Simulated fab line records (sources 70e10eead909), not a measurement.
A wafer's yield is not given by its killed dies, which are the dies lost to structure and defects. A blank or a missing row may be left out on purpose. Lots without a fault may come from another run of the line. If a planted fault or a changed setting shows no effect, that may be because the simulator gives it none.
Problem report in the 8D (eight disciplines) form, filled by code ; flow nand harc ; the parts of the form that need people (team, actions taken, sign-off) are left out

## 1. THE PROBLEM
NHARC_END_SORT_01, killed at array: mean 670 over 1 wafer from 1 lot; wafers with no fault: 29, standard deviation 8.4. That puts it +76 standard deviations away from the usual mean.
First observed at day 23 22:50: wafer L409.2, on prober-02. The record holds 3 wafers of 1 lot with a number at this step. Rule for "out" (also "out of limits"): further than 4 standard deviations from the usual mean. The other wafers with a number count as sound.

## 2. WHAT IT IS AND WHAT IT IS NOT
question;is;is not
which readings at this step;killed at array, killed dies;killed at other, killed at periphery, killed open
which lots;L409;-
which wafers of those lots;L409.2;L409.1, L409.3
read on which gauges;prober-02;-
when;from day 23 22:50;"up to then (1 sound wafer); but 1 sound wafer of L409 came after"

## 3. WHAT RULES OUT EACH SUSPECT
Counting: if a tool at a process step up to the reading ran every lot that is out, it stays a suspect. Sound lots after the first of them don't rule it out here, since some wafers of a struck lot are sound.
- the gauge at NHARC_END_SORT_01 is ruled out. All the wafers that are out were read on prober-02, but those of them that NHARC_A_SGD_CUT_ETCH_16 has rows for are out there too, on other tools.
- rie diel-08 at NHARC_A_STAIRCASE_ETCHBACK_422 (etches the open film in CH3F/O2, target depth 40 nm, time 74.286 s): kept. It ran the lot that is out, L409 (day 17 22:17).
- rie diel-06 at NHARC_A_STAIRCASE_STRIP_475 (strips in O2, time 20 s): kept. It ran the lot that is out, L409 (day 18 01:08). NHARC_A_STAIRCASE_STRIP_475 gives no start for some lots, so the hours and the order of its lots are those of NHARC_A_SGD_CUT_ETCH_16.
- rie diel-05 at NHARC_A_SGD_CUT_ETCH_16 (etches the open film in C4F8/O2/Ar, target depth 310.5 nm, time 155.2 s): kept. It ran the lot that is out, L409 (day 18 01:08). On those wafers its own readings are out: run length s.
- In rie diel-08 at NHARC_A_STAIRCASE_ETCHBACK_422, the wafers that are out were processed in chamber 0 and their sound lot-mates in chambers 1, 2.
- In rie diel-06 at NHARC_A_STAIRCASE_STRIP_475, the wafers that are out were processed in chamber 1 and their sound lot-mates in chambers 0, 3.
- In rie diel-05 at NHARC_A_SGD_CUT_ETCH_16, the wafers that are out were processed in chamber 0 and their sound lot-mates in chambers 1, 3.
rie diel-08 at NHARC_A_STAIRCASE_ETCHBACK_422, rie diel-06 at NHARC_A_STAIRCASE_STRIP_475 and rie diel-05 at NHARC_A_SGD_CUT_ETCH_16 are what is left after counting.

## 4. THE CAUSE (what the simulator had put in)
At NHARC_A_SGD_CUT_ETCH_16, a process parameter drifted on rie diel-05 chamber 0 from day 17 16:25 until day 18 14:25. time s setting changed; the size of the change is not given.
Counting leaves 3 suspects; this tool is one of them.

## 5. THE CHAIN OF EFFECTS, in route order
Each row: a reading whose mean over the struck wafers that have a number lies more than 3 standard deviations from the usual. Scope: only readings with a usual standard deviation given in the record; hours: median across lots of the time from each lot's start at the first step in this table that gives one to its start at this step; sigmas: change in usual standard deviations.
hours;step;reading;usual;on struck wafers;change;sigmas
0;NHARC_A_SGD_CUT_ETCH_16;run length s;176.5 s;156.9;-19.6;-40
142;NHARC_END_SORT_01;killed at array;29;670;+641;+76
142;NHARC_END_SORT_01;killed dies;33;675;+642;+71
The process steps in it:
- NHARC_A_SGD_CUT_ETCH_16: etches the open film in C4F8/O2/Ar, target depth 310.5 nm, time 155.2 s.
Readings that are blank on the struck wafers while sound wafers have them: bias w at NHARC_A_SGD_CUT_ETCH_16.

## 6. HOW IT WOULD HAVE BEEN CAUGHT EARLIER
The first out-of-limits reading at a measuring or inspecting step in this record came at day 23 22:50, 150 hours after the fault's start at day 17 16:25.
At NHARC_A_SGD_CUT_ETCH_16, the tool's own readings (run length s) were out on each struck wafer the step has a row for, so an alarm limit on them would have fired on the first such wafer.
By day 23 22:50, every lot that is out (1) had started NHARC_A_SGD_CUT_ETCH_16 on rie diel-05. Holding the tool at that point would not have protected any of them.
